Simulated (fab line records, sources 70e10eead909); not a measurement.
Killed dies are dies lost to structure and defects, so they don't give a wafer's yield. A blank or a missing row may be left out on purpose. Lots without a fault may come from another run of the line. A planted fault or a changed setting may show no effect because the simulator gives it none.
Chamber matching | flow nand_harc | NHARC_A_CONTACT_DEP_58 on pecvd-01: 3 sister chambers
The step deposits SiON, target thk 90 nm. 6 wafers are shown with their chamber, then 8 later ones without.

WAFERS WITH THEIR CHAMBER
wafer  | chamber | heater_power_w (W) | susceptor_temp_C (C)
L089.3 | 2       | 753                | 400.30
L089.6 | 1       | 829                | 399.85
L091.2 | 2       | 635                | 399.85
L091.3 | 1       | 903                | 400.14
L091.4 | 0       | 602                | 399.98
L094.1 | 0       | 615                | 399.84

WAFERS WITHOUT THEIR CHAMBER
wafer  | heater_power_w (W) | susceptor_temp_C (C)
L094.4 | 615                | 399.97
L094.5 | 804                | 400.00
L093.2 | 645                | 399.97
L093.3 | 734                | 399.98
L093.6 | 638                | 399.66
L097.2 | 872                | 400.24
L097.4 | 846                | 399.99
L097.5 | 549                | 400.24

WHICH CHAMBER EACH WENT THROUGH
wafer  | from the rows above          | in truth
L094.4 | can't be placed: 0 or 2      | 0
L094.5 | can't be placed: 1 or 2      | 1
L093.2 | can't be placed: 0 or 2      | 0
L093.3 | can't be placed: 2 or 0 or 1 | 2
L093.6 | can't be placed: 0 or 2      | 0
L097.2 | 1                            | 1
L097.4 | 1                            | 1
L097.5 | can't be placed: 0 or 2      | 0
Placed correctly: 2 of 8. Can't be placed from these rows: 6 (the true chamber is among the candidates in 6). Placed wrongly: 0.
How it was worked out, from the rows above alone: a wafer's distance from a chamber is the root of the sum, over the readings, of the square of ((its reading less the chamber's mean) divided by the reading's scatter). The wafer belongs to the nearest chamber; if the next one is less than 2 further off, it can't be placed. A chamber's mean is the mean of its shown wafers. The scatter: the root of (the sum of the squares of (reading less its chamber's mean) over the shown wafers, divided by (wafers less chambers)).
